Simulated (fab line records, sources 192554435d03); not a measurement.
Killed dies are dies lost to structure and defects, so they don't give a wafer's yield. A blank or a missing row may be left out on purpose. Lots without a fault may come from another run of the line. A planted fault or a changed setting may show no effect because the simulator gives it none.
Chamber matching | flow n5_finfet | N5_MOL_CONTACT_COAG_ETCH_110 on rie_diel-02: 4 sister chambers
The step etches Si in CF4/O2, target depth 2.5 nm, time 8 s. 4 wafers are shown with their chamber, then 7 later ones without.

WAFERS WITH THEIR CHAMBER
wafer  | chamber | showerhead_plenum_p_Torr (Torr)
L078.2 | 0       | 2.22
L080.5 | 2       | 2.35
L082.1 | 1       | 2.35
L082.4 | 3       | 2.24

WAFERS WITHOUT THEIR CHAMBER
wafer  | showerhead_plenum_p_Torr (Torr)
L082.6 | 2.22
L084.1 | 2.34
L084.4 | 2.35
L084.6 | 2.22
L095.1 | 2.23
L095.4 | 2.21
L095.6 | 2.34

WHICH CHAMBER EACH WENT THROUGH
wafer  | from the rows above     | in truth
L082.6 | 0                       | 0
L084.1 | can't be placed: 1 or 2 | 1
L084.4 | can't be placed: 1 or 2 | 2
L084.6 | 0                       | 0
L095.1 | can't be placed: 0 or 3 | 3
L095.4 | 0                       | 0
L095.6 | can't be placed: 1 or 2 | 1
Placed correctly: 3 of 7. Can't be placed from these rows: 4 (the true chamber is among the candidates in 4). Placed wrongly: 0.
How it was worked out, from the rows above alone: a wafer's distance from a chamber is the root of the sum, over the readings, of the square of ((its reading less the chamber's mean) divided by the reading's scatter). The wafer belongs to the nearest chamber; if the next one is less than 2 further off, it can't be placed. A chamber's mean is the mean of its shown wafers. The scatter: with one shown wafer a chamber, the root of the mean of the squares of how far each hidden wafer lies from its nearest shown one.
